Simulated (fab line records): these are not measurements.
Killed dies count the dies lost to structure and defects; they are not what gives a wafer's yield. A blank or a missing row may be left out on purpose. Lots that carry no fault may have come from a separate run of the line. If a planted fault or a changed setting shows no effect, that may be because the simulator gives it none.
fab line records	flow nandHarc
record: lots: 24	wafers: 72	lastDay: 33
route steps=1302 shown A_STAIRCASE@831 A_SGD_CUT@905 A_SLIT@924
lots with no fault: from the same line, run without faults
startH: the number of hours between the record's first day and the start of the first shown wafer of the lot	waitH: hours since the lot's step before	" as in the row above	L1.1+2: several wafers, shown together as one row	- either no value or no given start	* or withheld: withheld	< > ~ a bound
route shown NAME@n: NAME is a module with steps in the file, n the number in the route of the first one	usual: the fault-free wafers' mean and standard deviation	same: alike in all rows	chamber/n: place in a boat	sites: per-site readings	_std_site: their standard deviation	_edge_site: outer sites' mean less inner sites'	radiusMm: for every site, how far away it sits from the centre of the wafer	mask NAME#n: copy n	behind: the most recent tool/chamber to have shaped the wafer	hold: what put the lot on hold/how long, in hours/how the hold closed	device: names the non-switching transistor (n, p or np)	end of line: the same wafers' tests at the end of the route	step lacking rows: just its recipe	killed: dies lost to structure and defects at the first sort, not the wafer's yield	map: dies across one wafer; x = killed, . = not, _ = none there
set.NAME: the setting the step ran with; set.NAME@STEP: the setting that earlier step ran with	model.NAME: the simulator's own value behind a step, which no gauge read
the route's steps for a sample of lots (tables are steps, rows are wafers)
services: when a tool's chamber went out of use (startH, in hours from the record's first day, below 0 if earlier), for how many hours, and the reason
== steps ==
step: NHARC_A_STAIRCASE_ETCH_313
recipe: cf4FlowSccm: 100	chf3FlowSccm: 30	arFlowSccm: 0	rfW: 500	biasW: 200	chemistry: CF4/CHF3
usual: drypumpMotorCurrentA: 5.7/0.39	oesProductAu: 0.934/0.017	rfVppV: 370.8/1.5	showerheadPlenumPTorr: 1.58/0.039	throttleValvePct: 16.803/0.01
lot.wafer	tool	chamber	startH	waitH	drypumpMotorCurrentA	oesProductAu	rfHoursCounterH	rfVppV	showerheadPlenumPTorr	throttleValvePct
L074.3	rieDiel-12	3	383.01	0.1	5.1	0.926	35	371.6	1.60	16.798
L074.2	"	0	"	"	5.9	0.923	38	370.8	1.58	16.806
L074.5	"	1	"	"	6.2	0.938	-	370.7	1.57	16.807
L077.3	rieDiel-06	0	406.56	0.1	6.1	0.944	27	370.3	1.59	16.789
L077.4	"	1	"	"	5.8	0.931	26	370.0	1.54	16.800
L077.5	"	2	"	"	5.3	0.896	-	371.7	1.60	16.791
L076.1	rieDiel-06	3	407.51	0.1	5.2	0.940	28	370.8	1.56	16.786
L076.2	"	0	"	"	6.1	0.940	27	371.3	1.59	16.804
L076.4	"	1	"	"	5.9	0.934	26	370.1	1.54	16.801
L075.2	rieDiel-12	2	408.32	0.1	5.3	0.945	47	372.4	1.62	16.807
L075.4	"	1	"	"	6.3	0.931	35	370.6	1.57	16.821
L075.5	"	3	"	"	5.1	0.925	-	369.8	1.60	16.811
L078.1	rieDiel-12	1	419.27	0.1	6.3	0.925	42	370.5	1.57	16.807
L078.3	"	2	"	"	5.4	0.945	51	371.8	1.62	16.809
L078.5	"	1	"	"	6.3	0.927	-	369.6	1.57	16.808
L079.4	rieDiel-06	3	423.41	0.1	5.2	0.937	33	371.8	1.56	16.813
L079.1	"	2	"	"	5.3	0.910	32	371.9	1.60	16.812
L079.5	"	3	"	"	5.2	0.942	-	370.1	1.56	16.794
L080.1	rieDiel-06	1	440.66	0.1	5.8	0.936	36	369.9	1.54	16.808
L080.2	"	3	"	"	5.2	0.931	36	371.2	1.56	16.814
L080.6	"	2	"	"	5.3	0.914	-	371.7	1.60	16.807
L081.3	rieDiel-06	2	460.82	0.1	5.3	0.907	41	370.1	1.60	16.817
L081.2	"	3	"	"	5.2	0.941	45	370.6	1.56	16.811
L081.6	"	1	"	"	5.9	0.942	-	369.7	1.54	16.820
L082.2	rieDiel-06	1	460.85	0.1	5.9	0.937	44	370.4	1.54	16.786
L082.4	"	3	"	"	5.2	0.951	45	368.9	1.56	16.778
L082.1	"	0	"	"	6.1	0.928	48	370.8	1.58	16.814
L083.3	rieDiel-05	2	490.62	0.1	5.7	0.943	23	373.7	1.68	16.796
L083.1	"	3	"	"	5.5	0.916	27	371.3	1.55	16.791
L083.4	"	0	"	"	5.6	0.938	28	368.1	1.52	16.813
L085.3	rieDiel-05	1	493.21	0.1	6.3	0.918	27	373.4	1.66	16.813
L085.5	"	2	"	"	5.7	0.945	-	374.7	1.68	16.811
L085.6	"	3	"	"	5.5	0.926	-	370.1	1.55	16.819
L084.4	rieDiel-06	2	495.64	0.1	5.3	0.956	0	370.0	1.60	16.790
L084.2	"	3	"	"	5.2	0.965	0	370.5	1.56	16.802
L084.6	"	2	"	"	5.3	0.953	-	372.3	1.60	16.809
L087.2	rieDiel-05	3	504.34	0.1	5.5	0.923	32	370.1	1.55	16.807
L087.4	"	0	"	"	5.6	0.935	-	369.1	1.52	16.799
L087.5	"	3	"	"	5.5	0.924	-	367.4	1.55	16.812
L086.3	rieDiel-06	1	508.75	0.1	5.8	0.933	3	369.6	1.54	16.821
L086.5	"	0	"	"	6.1	0.949	-	369.8	1.58	16.790
L086.6	"	1	"	"	5.8	0.931	-	369.7	1.54	16.796
L088.1	rieDiel-12	3	515.47	0.1	5.1	0.916	25	373.4	1.59	16.804
L088.3	"	0	"	"	6.0	0.914	26	370.7	1.57	16.813
L088.5	"	3	"	"	5.1	0.922	-	369.6	1.59	16.796
L089.3	rieDiel-06	3	520.56	0.1	5.2	0.929	6	369.0	1.55	16.795
L089.5	"	0	"	"	6.1	0.945	-	371.7	1.58	16.808
L089.6	"	1	"	"	5.9	0.925	-	369.7	1.54	16.819
L091.2	rieDiel-05	0	547.40	0.1	5.6	0.940	49	369.7	1.51	16.793
L091.1	"	1	"	"	6.3	0.924	47	373.9	1.66	16.808
L091.6	"	0	"	"	5.6	0.932	-	369.0	1.51	16.804
L090.3	rieDiel-06	3	548.00	0.1	5.2	0.951	16	368.8	1.55	16.805
L090.4	"	1	"	"	5.8	0.933	16	369.9	1.53	16.808
L090.1	"	2	"	"	5.3	0.930	15	372.1	1.59	16.804
L092.1	rieDiel-12	3	551.94	0.1	5.1	0.923	36	371.2	1.58	16.802
L092.4	"	1	"	"	6.2	0.931	36	369.6	1.56	16.801
L092.6	"	2	"	"	5.4	0.937	-	374.3	1.61	16.798
L093.1	rieDiel-05	2	581.04	0.1	5.7	0.947	53	373.8	1.67	16.809
L093.2	"	3	"	"	5.5	0.935	61	369.9	1.54	16.799
L093.6	"	2	"	"	5.7	0.954	-	373.8	1.67	16.807
L094.2	rieDiel-06	0	581.76	0.1	6.1	0.940	23	371.1	1.57	16.805
L094.1	"	1	"	"	5.8	0.926	25	368.9	1.53	16.804
L094.6	"	0	"	"	6.1	0.952	-	370.6	1.57	16.801
L095.3	rieDiel-06	1	588.77	0.1	5.9	0.963	27	368.9	1.53	16.791
L095.5	"	2	"	"	5.3	0.945	-	370.4	1.59	16.793
L095.6	"	0	"	"	6.1	0.987	-	369.6	1.57	16.815
L096.2	rieDiel-12	0	589.80	0.1	6.0	0.927	49	371.7	1.56	16.785
L096.3	"	2	"	"	5.4	0.930	46	370.7	1.60	16.807
L096.5	"	1	"	"	6.3	0.942	-	369.0	1.56	16.804
L097.3	rieDiel-06	2	615.60	0.1	5.3	0.911	39	372.3	1.59	16.791
L097.4	"	3	"	"	5.2	0.922	30	369.2	1.55	16.809
L097.6	"	1	"	"	5.9	0.930	-	367.8	1.53	16.806
step: NHARC_A_STAIRCASE_ETCH_444
recipe: targetDepthA: 2.04e+05	timeS: 6800	c4f8FlowSccm: 20	o2FlowSccm: 10	arFlowSccm: withheld	rfW: 600	biasW: 1000	chemistry: C4F8/O2
usual: oesProductAu: 0.941/0.021	rfVppV: 807/3.6
lot.wafer	tool	chamber	startH	waitH	oesProductAu	rfHoursCounterH	rfVppV
L074.3	rieDiel-05	0	428.87	0.5	0.988	3	804
L074.2	"	2	"	"	0.986	4	817
L074.5	"	3	"	"	0.964	-	805
L077.3	rieDiel-05	3	450.54	0.1	0.967	12	804
L077.4	"	0	"	"	0.989	13	803
L077.5	"	3	452.46	2.0	0.977	-	807
L076.2	rieDiel-06	0	451.10	0.3	0.928	40	806
L076.1	"	2	"	"	0.900	37	808
L076.4	"	3	"	"	0.946	39	806
L075.4	rieDiel-06	3	457.88	0.1	0.936	42	807
L075.2	"	0	"	"	0.927	45	808
L075.5	"	0	460.23	2.4	0.931	-	808
L078.3	rieDiel-12	3	458.54	0.6	0.950	1	809
L078.1	"	1	"	"	0.979	2	806
L078.5	"	3	"	"	0.958	-	808
L079.1	rieDiel-05	2	459.32	1.1	0.970	13	814
L079.4	"	3	"	"	0.924	18	806
L079.5	"	1	"	"	0.943	-	813
L080.2	rieDiel-12	0	483.58	0.1	0.954	11	807
L080.1	"	1	"	"	0.986	11	807
L080.6	"	0	485.49	2.0	0.955	-	808
L081.2	rieDiel-12	3	510.58	0.1	0.949	22	809
L081.3	"	1	"	"	0.981	22	806
L081.6	"	3	"	"	0.943	-	808
L082.2	rieDiel-05	0	510.64	0.1	0.928	35	803
L082.1	"	3	511.91	1.3	0.927	34	805
L082.4	"	3	513.81	3.2	0.926	-	805
L084.4	rieDiel-06	0	537.32	0.1	0.949	10	807
L084.2	"	2	"	"	0.918	11	810
L084.6	"	0	"	"	0.954	-	807
L083.1	rieDiel-12	0	537.65	0.2	0.927	32	805
L083.4	"	1	"	"	0.952	31	805
L083.3	"	3	"	"	0.926	32	808
L085.3	rieDiel-05	1	537.69	0.1	0.916	43	814
L085.6	"	1	539.57	2.0	0.917	-	812
L085.5	"	2	"	"	0.957	-	814
L087.4	rieDiel-06	2	550.62	0.5	0.954	18	809
L087.2	"	0	"	"	0.978	18	806
L087.5	"	2	"	"	0.966	-	807
L086.3	rieDiel-05	2	551.29	1.0	0.946	41	814
L086.6	"	0	"	"	0.930	-	801
L086.5	"	1	"	"	0.919	-	812
L088.1	rieDiel-12	1	559.98	0.6	0.952	38	806
L088.3	"	3	"	"	0.924	38	809
L088.5	"	1	"	"	0.943	-	806
L089.3	rieDiel-05	3	560.21	0.6	0.930	53	805
L089.6	"	2	561.62	2.0	0.965	-	812
L089.5	"	3	"	"	0.926	-	805
L090.3	rieDiel-06	2	591.93	0.7	0.909	29	807
L090.1	"	0	"	"	0.945	26	806
L090.4	"	1	"	"	0.933	-	805
L091.2	rieDiel-06	2	596.06	4.8	0.917	32	808
L091.1	"	3	"	"	0.921	25	806
L091.6	"	2	597.99	6.7	0.913	-	809
L092.1	rieDiel-12	1	596.07	0.1	0.934	51	805
L092.4	"	2	"	"	0.936	49	809
L092.6	"	1	597.98	2.0	0.938	-	805
L093.1	rieDiel-05	3	624.19	0.7	0.929	8	804
L093.2	"	1	"	"	0.949	8	811
L093.6	"	3	626.09	2.6	0.923	-	805
L094.1	rieDiel-06	2	624.93	1.5	0.911	43	808
L094.2	"	0	"	"	0.942	38	806
L094.6	"	1	"	"	0.928	-	803
L096.2	rieDiel-06	2	629.85	1.0	0.919	47	807
L096.3	"	3	"	"	0.935	36	803
L096.5	"	1	"	"	0.924	-	804
L095.3	rieDiel-05	1	630.10	1.1	0.948	13	813
L095.6	"	0	631.52	2.5	0.914	-	802
L095.5	"	1	"	"	0.950	-	812
L097.4	rieDiel-06	1	653.50	0.1	0.935	56	804
L097.3	"	2	"	"	0.918	56	806
L097.6	"	2	655.88	2.4	0.917	-	807
step: NHARC_A_STAIRCASE_CMP_450
recipe: targetThkNm: 200	material: SiO2
usual: motorCurrentA: 12.0/0.94	padLifeWafers: 178/130
lot.wafer	tool	chamber	startH	waitH	motorCurrentA	padLifeWafers
L074.3	cmp-03	0	434.05	-	12.4	320
L074.2	"	1	"	"	11.5	321
L074.5	"	3	"	"	11.0	-
L077.4	cmp-02	2	455.77	-	10.8	72
L077.3	"	3	"	"	13.4	73
L077.5	"	3	"	"	14.2	-
L076.2	cmp-01	3	456.33	-	11.9	247
L076.4	"	0	"	"	12.6	248
L076.1	"	1	"	"	13.6	249
L075.4	cmp-01	2	463.07	-	11.3	283
L075.2	"	0	"	"	12.1	285
L075.5	"	2	"	"	10.8	-
L078.3	cmp-03	1	463.30	-	11.6	12
L078.1	"	3	"	"	10.9	14
L078.5	"	2	"	"	12.2	-
L079.1	cmp-03	0	463.57	-	13.1	24
L079.4	"	3	"	"	11.2	27
L079.5	"	0	"	"	13.5	-
L080.1	cmp-01	2	488.80	-	11.0	13
L080.2	"	0	"	"	12.6	15
L080.6	"	1	"	"	13.7	-
L081.2	cmp-02	1	515.80	-	12.6	337
L081.3	"	2	"	"	11.1	338
L081.6	"	1	"	"	12.7	-
L082.1	cmp-02	1	516.80	-	12.0	349
L082.4	"	2	"	"	10.6	350
L082.2	"	3	"	"	13.8	351
L084.4	cmp-03	2	542.53	-	12.4	325
L084.2	"	0	"	"	12.8	327
L084.6	"	1	"	"	11.5	-
L083.1	cmp-02	3	542.87	-	13.4	37
L083.3	"	0	"	"	11.2	38
L083.4	"	1	"	"	12.1	39
L085.3	cmp-01	3	542.88	-	12.1	211
L085.5	"	2	"	"	11.1	-
L085.6	"	3	"	"	12.2	-
L087.4	cmp-01	3	555.33	-	11.4	282
L087.2	"	2	"	"	11.5	285
L087.5	"	3	"	"	11.0	-
L086.3	cmp-01	1	555.52	-	13.3	294
L086.6	"	1	"	"	12.3	-
L086.5	"	2	"	"	11.1	-
L088.3	cmp-01	2	564.74	-	11.0	338
L088.1	"	3	"	"	11.6	339
L088.5	"	1	"	"	13.6	-
L089.3	cmp-03	0	564.91	-	12.6	18
L089.6	"	0	"	"	12.5	-
L089.5	"	1	"	"	10.7	-
L090.4	cmp-03	1	597.42	-	11.0	138
L090.3	"	3	"	"	10.9	140
L090.1	"	0	"	"	12.9	141
L091.2	cmp-03	2	600.82	-	12.6	163
L091.1	"	3	"	"	11.3	164
L091.6	"	2	"	"	11.8	-
L092.1	cmp-01	0	601.28	-	11.9	72
L092.4	"	3	"	"	12.3	75
L092.6	"	1	"	"	12.8	-
L094.2	cmp-02	1	629.61	-	12.5	0
L094.1	"	0	"	"	11.2	3
L094.6	"	1	"	"	12.2	-
L093.1	cmp-01	1	629.70	-	13.1	168
L093.2	"	2	"	"	11.2	169
L093.6	"	2	"	"	11.0	-
L096.2	cmp-01	2	634.12	-	11.0	198
L096.3	"	1	"	"	12.4	201
L096.5	"	2	"	"	11.2	-
L095.3	cmp-02	2	634.87	-	10.8	33
L095.6	"	3	"	"	14.5	-
L095.5	"	0	"	"	11.0	-
L097.4	cmp-01	2	658.70	-	11.4	306
L097.3	"	0	"	"	13.0	308
L097.6	"	2	"	"	11.0	-
step: NHARC_A_SGD_CUT_ETCH_58
recipe: targetDepthA: 390	overEtchFrac: 0.3	timeS: 65	ionEnergyEv: 80	cf4FlowSccm: 150	arFlowSccm: 0	rfW: 300	biasW: 100	chemistry: CF4
usual: drypumpMotorCurrentA: 5.5/0.45	oesProductAu: 0.999/0.015	rfVppV: 151.1/1	showerheadPlenumPTorr: 1.76/0.05	throttleValvePct: 13.285/0.0089
lot.wafer	tool	chamber	startH	waitH	drypumpMotorCurrentA	oesProductAu	rfHoursCounterH	rfVppV	showerheadPlenumPTorr	throttleValvePct
L074.2	rieDiel-03	2	436.75	0.1	6.0	1.002	7	151.7	1.81	13.293
L074.3	"	3	"	"	5.6	0.991	7	151.5	1.83	13.278
L074.5	"	1	"	"	5.3	1.033	-	152.7	1.78	13.278
L077.4	rieDiel-13	1	458.49	0.1	6.5	1.013	7	149.7	1.74	13.288
L077.3	"	3	"	"	5.4	0.993	9	153.0	1.83	13.294
L077.5	"	0	"	"	5.4	1.004	-	150.4	1.73	13.279
L076.4	rieDiel-10	0	459.16	0.1	4.9	0.980	1	148.2	1.66	13.279
L076.2	"	2	"	"	5.0	1.000	1	151.9	1.74	13.272
L076.1	"	3	"	"	5.4	0.967	1	152.1	1.81	13.293
L078.1	rieDiel-10	3	466.37	0.1	5.4	0.977	2	150.1	1.81	13.288
L078.3	"	1	"	"	5.3	0.988	2	150.7	1.71	13.286
L078.5	"	3	"	"	5.4	0.981	-	150.8	1.81	13.288
L075.2	rieDiel-13	3	466.52	0.1	5.3	1.001	10	150.9	1.83	13.284
L075.4	"	2	"	"	6.3	1.016	9	151.4	1.74	13.263
L075.5	"	3	"	"	5.3	0.990	-	151.4	1.83	13.280
L079.4	rieDiel-13	1	466.82	0.2	6.5	0.993	7	151.8	1.75	13.284
L079.1	"	3	"	"	5.3	0.992	10	152.9	1.83	13.305
L079.5	"	2	"	"	6.2	1.019	-	149.8	1.74	13.288
L080.1	rieDiel-13	0	491.66	0.1	5.5	1.022	14	149.8	1.73	13.293
L080.2	"	2	"	"	6.3	1.037	12	149.7	1.73	13.269
L080.6	"	0	"	"	5.5	1.022	-	149.8	1.73	13.284
L081.2	rieDiel-10	0	518.97	0.1	4.9	0.989	5	149.1	1.66	13.277
L081.3	"	1	"	"	5.3	0.995	5	149.8	1.71	13.278
L081.6	"	3	"	"	5.4	0.969	-	151.9	1.81	13.284
L082.2	rieDiel-03	2	519.66	0.1	6.0	1.009	2	152.3	1.80	13.283
L082.1	"	3	"	"	5.5	0.988	2	152.1	1.83	13.290
L082.4	"	0	"	"	5.6	1.004	2	151.4	1.76	13.297
L084.4	rieDiel-10	0	545.32	0.1	4.9	0.992	7	150.0	1.66	13.270
L084.2	"	1	"	"	5.3	1.001	7	150.8	1.71	13.281
L084.6	"	3	"	"	5.4	0.981	-	151.9	1.80	13.292
L083.1	rieDiel-03	1	545.79	0.1	5.3	1.017	3	151.6	1.78	13.281
L083.4	"	3	"	"	5.5	1.007	3	152.3	1.83	13.281
L083.3	"	0	"	"	5.6	1.007	3	151.2	1.75	13.281
L085.3	rieDiel-13	3	546.15	0.3	5.4	1.009	2	152.5	1.83	13.299
L085.5	"	0	"	"	5.5	1.003	-	152.2	1.73	13.298
L085.6	"	1	"	"	6.5	0.981	-	151.5	1.74	13.275
L087.4	rieDiel-13	3	558.20	0.1	5.3	1.009	3	151.6	1.83	13.283
L087.2	"	0	"	"	5.5	0.983	3	152.2	1.73	13.294
L087.5	"	2	"	"	6.2	1.004	-	150.9	1.73	13.280
L086.3	rieDiel-03	0	558.38	0.1	5.6	0.992	4	150.9	1.75	13.289
L086.5	"	3	"	"	5.5	0.992	-	150.2	1.83	13.298
L086.6	"	0	"	"	5.6	0.994	-	150.0	1.75	13.284
L088.3	rieDiel-03	2	567.43	0.1	6.1	1.017	4	151.4	1.81	13.286
L088.1	"	3	"	"	5.6	1.004	4	151.3	1.83	13.279
L088.5	"	2	"	"	6.1	1.027	-	150.7	1.80	13.283
L089.3	rieDiel-10	3	567.80	0.1	5.4	0.969	8	151.3	1.80	13.290
L089.5	"	3	"	"	5.4	0.976	-	150.6	1.80	13.296
L089.6	"	0	"	"	4.9	0.979	-	150.6	1.66	13.281
L090.3	rieDiel-03	0	600.25	0.1	5.6	1.007	6	151.6	1.75	13.277
L090.1	"	1	"	"	5.3	1.003	6	151.7	1.78	13.286
L090.4	"	2	"	"	6.1	1.001	6	152.7	1.80	13.291
L091.2	rieDiel-03	3	603.67	0.1	5.5	1.000	6	152.1	1.83	13.279
L091.1	"	1	"	"	5.3	1.004	6	150.7	1.78	13.293
L091.6	"	2	"	"	6.1	1.003	-	152.4	1.80	13.289
L092.1	rieDiel-03	1	604.20	0.1	5.3	1.009	7	149.9	1.78	13.276
L092.4	"	3	"	"	5.6	0.999	-	151.9	1.83	13.288
L092.6	"	2	"	"	6.0	0.996	-	152.9	1.80	13.289
L094.2	rieDiel-10	0	634.33	0.1	4.9	0.973	1	150.5	1.66	13.272
L094.1	"	2	"	"	5.0	1.002	1	151.5	1.74	13.276
L094.6	"	0	"	"	4.9	0.975	-	149.4	1.66	13.309
L093.2	rieDiel-03	1	634.39	0.1	5.3	1.004	8	151.5	1.78	13.294
L093.1	"	0	"	"	5.6	1.004	7	150.4	1.75	13.281
L093.6	"	2	"	"	6.1	1.004	-	152.0	1.80	13.279
L096.3	rieDiel-10	0	636.97	0.1	4.9	0.979	2	148.8	1.66	13.295
L096.2	"	3	"	"	5.5	0.968	2	151.0	1.80	13.292
L096.5	"	0	"	"	4.9	0.976	-	149.7	1.66	13.272
L095.3	rieDiel-13	1	637.70	0.1	6.5	1.011	9	150.7	1.74	13.276
L095.6	"	2	"	"	6.3	0.996	-	150.4	1.73	13.292
L095.5	"	3	"	"	5.3	1.017	-	151.7	1.82	13.283
L097.4	rieDiel-10	2	661.56	0.1	5.0	1.008	4	151.9	1.74	13.281
L097.3	"	0	"	"	4.9	0.980	4	150.4	1.66	13.287
L097.6	"	3	"	"	5.5	0.979	-	151.6	1.80	13.285
step: NHARC_A_SGD_CUT_STRIP_28
recipe: timeS: 20	o2FlowSccm: 500	arFlowSccm: 0	biasW: 0	chemistry: O2
usual: drypumpMotorCurrentA: 5.5/0.46	oesProductAu: 0.999/0.013	rfVppV: 57.8/0.9	showerheadPlenumPTorr: 3.49/0.1	throttleValvePct: 17.036/0.0092
lot.wafer	tool	chamber	startH	waitH	drypumpMotorCurrentA	oesProductAu	rfHoursCounterH	rfVppV	showerheadPlenumPTorr	throttleValvePct
L074.2	rieDiel-03	0	-	-	5.6	0.997	8	58.8	3.50	17.040
L074.3	"	1	"	"	5.3	1.008	7	58.8	3.56	17.034
L074.5	"	0	"	"	5.6	1.001	-	56.3	3.50	17.035
L076.1	rieDiel-13	1	-	-	6.5	1.001	7	58.0	3.48	17.033
L076.2	"	2	"	"	6.3	1.013	9	59.5	3.46	17.042
L076.4	"	0	"	"	5.5	1.011	9	59.6	3.45	17.042
L077.3	rieDiel-10	2	-	-	5.0	1.009	2	58.0	3.47	17.045
L077.4	"	1	"	"	5.2	1.007	2	56.4	3.41	17.041
L077.5	"	3	"	"	5.5	0.975	-	58.4	3.60	17.038
L075.4	rieDiel-03	0	-	-	5.6	1.000	0	57.9	3.50	17.053
L075.2	"	3	"	"	5.5	0.999	0	58.5	3.65	17.030
L075.5	"	1	"	"	5.3	0.998	-	57.4	3.56	17.044
L078.1	rieDiel-13	0	-	-	5.5	1.010	10	58.5	3.45	17.034
L078.3	"	1	"	"	6.5	1.003	8	58.5	3.48	17.028
L078.5	"	0	"	"	5.5	1.011	-	57.5	3.45	17.034
L079.4	rieDiel-10	3	-	-	5.4	0.982	2	58.2	3.60	17.032
L079.1	"	1	"	"	5.3	0.983	2	56.1	3.41	17.030
L079.5	"	0	"	"	4.9	0.977	-	56.1	3.32	17.042
L080.1	rieDiel-03	0	-	-	5.6	1.004	1	59.2	3.50	17.047
L080.2	"	1	"	"	5.3	1.010	1	58.6	3.56	17.041
L080.6	"	2	"	"	6.0	0.995	-	57.1	3.60	17.021
L082.4	rieDiel-03	0	-	-	5.6	1.008	2	57.5	3.50	17.031
L082.2	"	1	"	"	5.3	1.027	2	59.7	3.56	17.027
L082.1	"	3	"	"	5.5	0.997	3	58.6	3.65	17.051
L081.3	rieDiel-10	0	-	-	4.9	0.978	5	57.0	3.31	17.034
L081.2	"	2	"	"	5.0	1.030	5	57.5	3.47	17.026
L081.6	"	0	"	"	4.9	0.982	-	57.4	3.31	17.036
L084.4	rieDiel-13	0	-	-	5.4	1.011	3	60.2	3.45	17.029
L084.2	"	2	"	"	6.3	1.006	3	57.1	3.46	17.049
L084.6	"	0	"	"	5.5	1.008	-	56.6	3.45	17.021
L085.3	rieDiel-03	0	-	-	5.6	1.011	3	57.8	3.50	17.036
L085.5	"	3	"	"	5.6	1.000	-	58.5	3.64	17.034
L085.6	"	0	"	"	5.6	0.997	-	57.5	3.50	17.034
L083.1	rieDiel-10	0	-	-	4.9	0.997	8	56.4	3.31	17.051
L083.4	"	1	"	"	5.3	0.989	8	57.0	3.40	17.032
L083.3	"	2	"	"	5.1	1.018	8	58.1	3.47	17.029
L086.3	rieDiel-13	3	-	-	5.4	1.006	3	58.4	3.64	17.052
L086.5	"	3	"	"	5.3	0.994	-	58.1	3.64	17.055
L086.6	"	0	"	"	5.5	0.992	-	58.2	3.45	17.042
L087.4	rieDiel-10	3	-	-	5.4	0.975	8	58.6	3.60	17.023
L087.2	"	0	"	"	4.9	0.981	8	58.1	3.31	17.034
L087.5	"	3	"	"	5.4	0.984	-	58.0	3.60	17.016
L088.1	rieDiel-03	2	-	-	6.0	1.011	5	57.7	3.60	17.043
L088.3	"	3	"	"	5.6	1.003	5	59.1	3.64	17.051
L088.5	"	2	"	"	6.1	1.020	-	58.3	3.60	17.040
L089.3	rieDiel-10	2	-	-	5.0	1.018	9	57.7	3.47	17.036
L089.5	"	1	"	"	5.3	0.997	-	57.8	3.40	17.036
L089.6	"	2	"	"	5.0	1.012	-	58.3	3.47	17.046
L090.4	rieDiel-10	1	-	-	5.3	1.007	0	57.2	3.40	17.036
L090.3	"	3	"	"	5.4	0.978	0	56.8	3.60	17.041
L090.1	"	0	"	"	4.9	0.975	0	57.8	3.31	17.034
L091.1	rieDiel-13	0	-	-	5.5	1.002	7	56.8	3.45	17.037
L091.2	"	3	"	"	5.4	1.019	7	58.9	3.64	17.030
L091.6	"	0	"	"	5.5	0.994	-	57.2	3.45	17.053
L092.1	rieDiel-10	3	-	-	5.4	0.973	0	58.0	3.60	17.036
L092.4	"	0	"	"	4.9	0.975	0	57.7	3.31	17.044
L092.6	"	2	"	"	5.0	1.007	-	59.4	3.47	17.031
L093.1	rieDiel-13	0	-	-	5.5	0.997	10	56.5	3.45	17.029
L093.2	"	1	"	"	6.5	1.013	10	57.7	3.47	17.044
L093.6	"	1	"	"	6.5	1.006	-	57.6	3.47	17.050
L094.1	rieDiel-10	0	-	-	4.9	0.986	2	56.5	3.31	17.035
L094.2	"	1	"	"	5.3	1.018	2	57.3	3.40	17.029
L094.6	"	0	"	"	4.9	0.979	-	57.4	3.31	17.031
L096.2	rieDiel-10	3	-	-	5.4	0.973	3	58.4	3.60	17.018
L096.3	"	2	"	"	5.1	1.021	3	58.5	3.47	17.047
L096.5	"	3	"	"	5.5	0.979	-	56.9	3.60	17.025
L095.3	rieDiel-13	0	-	-	5.5	0.998	10	58.5	3.45	17.041
L095.6	"	2	"	"	6.3	0.996	-	57.5	3.45	17.049
L095.5	"	3	"	"	5.4	1.018	-	58.7	3.64	17.045
L097.4	rieDiel-10	0	-	-	4.9	0.981	5	57.0	3.31	17.022
L097.3	"	3	"	"	5.5	0.979	5	56.6	3.60	17.043
L097.6	"	1	"	"	5.3	1.012	-	56.4	3.40	17.043
step: NHARC_A_SLIT_DEP_23
recipe: targetThkA: 1000	targetThkNm: 100	tempC: 400	pressureTorr: 3.5	flowSccm: 200	rfW: 350	material: SiON
usual: heaterPowerW: 836/54
lot.wafer	tool	chamber	startH	waitH	heaterPowerW
L074.3	pecvd-02	0	453.01	1.9	904
L074.2	"	2	"	"	772
L074.5	"	0	"	"	872
L076.2	pecvd-02	1	469.08	2.5	850
L076.1	"	2	"	"	779
L076.4	"	0	"	"	865
L077.3	pecvd-02	2	472.82	1.9	873
L077.4	"	0	"	"	867
L077.5	"	2	"	"	911
L075.2	pecvd-02	2	477.37	2.6	904
L075.5	"	2	"	"	911
L075.4	"	1	"	"	803
L078.1	pecvd-02	2	478.43	3.2	860
L078.3	"	0	"	"	740
L078.5	"	0	"	"	737
L079.1	pecvd-04	2	478.52	3.2	840
L079.4	"	0	"	"	777
L079.5	"	2	"	"	795
L080.2	pecvd-04	2	505.90	2.5	808
L080.1	"	0	"	"	844
L080.6	"	0	"	"	847
L082.2	pecvd-02	0	529.77	2.6	899
L082.1	"	2	"	"	824
L082.4	"	1	"	"	789
L081.3	pecvd-04	2	531.41	1.9	909
L081.2	"	0	"	"	701
L081.6	"	2	"	"	914
L084.2	pecvd-02	2	558.32	2.5	906
L084.4	"	0	"	"	880
L084.6	"	1	"	"	847
L085.3	pecvd-04	1	558.58	1.9	888
L085.6	"	0	"	"	858
L085.5	"	1	"	"	858
L083.1	pecvd-02	1	562.01	3.1	715
L083.3	"	2	"	"	900
L083.4	"	1	"	"	754
L086.3	pecvd-04	1	572.68	2.0	896
L086.6	"	2	"	"	813
L086.5	"	0	"	"	724
L087.2	pecvd-04	2	573.82	2.6	807
L087.5	"	1	"	"	839
L087.4	"	0	"	"	820
L088.1	pecvd-04	2	578.23	3.1	905
L088.3	"	1	"	"	868
L088.5	"	0	"	"	848
L089.3	pecvd-01	0	578.90	2.0	786
L089.6	"	2	"	"	869
L089.5	"	0	"	"	811
L090.3	pecvd-02	0	616.36	1.9	841
L090.1	"	2	"	"	753
L090.4	"	0	"	"	837
L092.1	pecvd-01	2	620.09	3.1	858
L092.4	"	0	"	"	715
L092.6	"	1	"	"	804
L091.2	pecvd-02	2	620.10	2.5	893
L091.1	"	0	"	"	895
L091.6	"	1	"	"	762
L093.1	pecvd-02	0	645.85	3.2	869
L093.2	"	1	"	"	819
L093.6	"	2	"	"	824
L094.2	pecvd-01	2	646.06	2.5	866
L094.1	"	0	"	"	824
L094.6	"	1	"	"	741
L096.2	pecvd-02	2	646.07	2.5	812
L096.3	"	0	"	"	871
L096.5	"	1	"	"	823
L095.3	pecvd-02	0	649.66	2.0	817
L095.6	"	0	"	"	836
L095.5	"	1	"	"	807
L097.3	pecvd-04	2	681.36	2.0	815
L097.4	"	1	"	"	904
L097.6	"	2	"	"	831
== services ==
tool	chamber	startH	hours	kind
rieDiel-13	-	362.84	3.2	repair
rieDiel-03	2	366.30	8.1	repair
rieDiel-13	1	386.99	5.9	repair
rieDiel-10	0	388.28	16.8	repair
rieDiel-03	2	394.31	2.2	repair
rieDiel-10	-	400.56	0.4	repair
rieDiel-10	2	401.81	5.3	repair
rieDiel-05	-	406.64	9.0	pm
rieDiel-10	-	419.50	9.0	pm
rieDiel-13	1	442.41	8.4	repair
rieDiel-05	-	449.79	0.6	repair
rieDiel-10	-	450.18	1.1	repair
rieDiel-03	1	455.14	3.8	repair
rieDiel-03	-	458.34	9.0	pm
rieDiel-05	0	470.51	4.5	repair
rieDiel-10	-	475.19	0.4	repair
rieDiel-06	-	485.02	9.0	pm
rieDiel-06	3	579.46	15.5	repair
rieDiel-10	-	596.50	9.0	pm
rieDiel-03	-	635.34	9.0	pm
rieDiel-06	1	661.52	4.2	repair
rieDiel-06	-	662.02	9.0	pm
rieDiel-03	-	670.38	1.1	repair
rieDiel-10	2	681.25	6.6	repair
== key ==
fault none
